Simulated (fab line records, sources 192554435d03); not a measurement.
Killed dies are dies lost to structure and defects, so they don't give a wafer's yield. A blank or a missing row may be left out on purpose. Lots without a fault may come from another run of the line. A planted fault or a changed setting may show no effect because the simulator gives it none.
Chamber matching | flow n5_finfet | N5_MOL_CONTACT_COAG_ALD_133 on ald_sin-04: 4 sister chambers
The step deposits SiO2, target thk 5 nm, pulse time 1 s, co reactant pulse time 1 s. 4 wafers are shown with their chamber, then 7 later ones without.

WAFERS WITH THEIR CHAMBER
wafer  | chamber | heater_power_w (W)
L083.1 | 2       | 83
L083.3 | 1       | 90
L084.2 | 0       | 76
L084.4 | 3       | 68

WAFERS WITHOUT THEIR CHAMBER
wafer  | heater_power_w (W)
L084.5 | 76
L086.1 | 84
L086.3 | 68
L086.4 | 82
L094.3 | 68
L094.4 | 89
L094.5 | 79

WHICH CHAMBER EACH WENT THROUGH
wafer  | from the rows above     | in truth
L084.5 | 0                       | 0
L086.1 | 2                       | 2
L086.3 | 3                       | 3
L086.4 | 2                       | 2
L094.3 | 3                       | 3
L094.4 | 1                       | 1
L094.5 | can't be placed: 0 or 2 | 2
Placed correctly: 6 of 7. Can't be placed from these rows: 1 (the true chamber is among the candidates in 1). Placed wrongly: 0.
How it was worked out, from the rows above alone: a wafer's distance from a chamber is the root of the sum, over the readings, of the square of ((its reading less the chamber's mean) divided by the reading's scatter). The wafer belongs to the nearest chamber; if the next one is less than 2 further off, it can't be placed. A chamber's mean is the mean of its shown wafers. The scatter: with one shown wafer a chamber, the root of the mean of the squares of how far each hidden wafer lies from its nearest shown one.
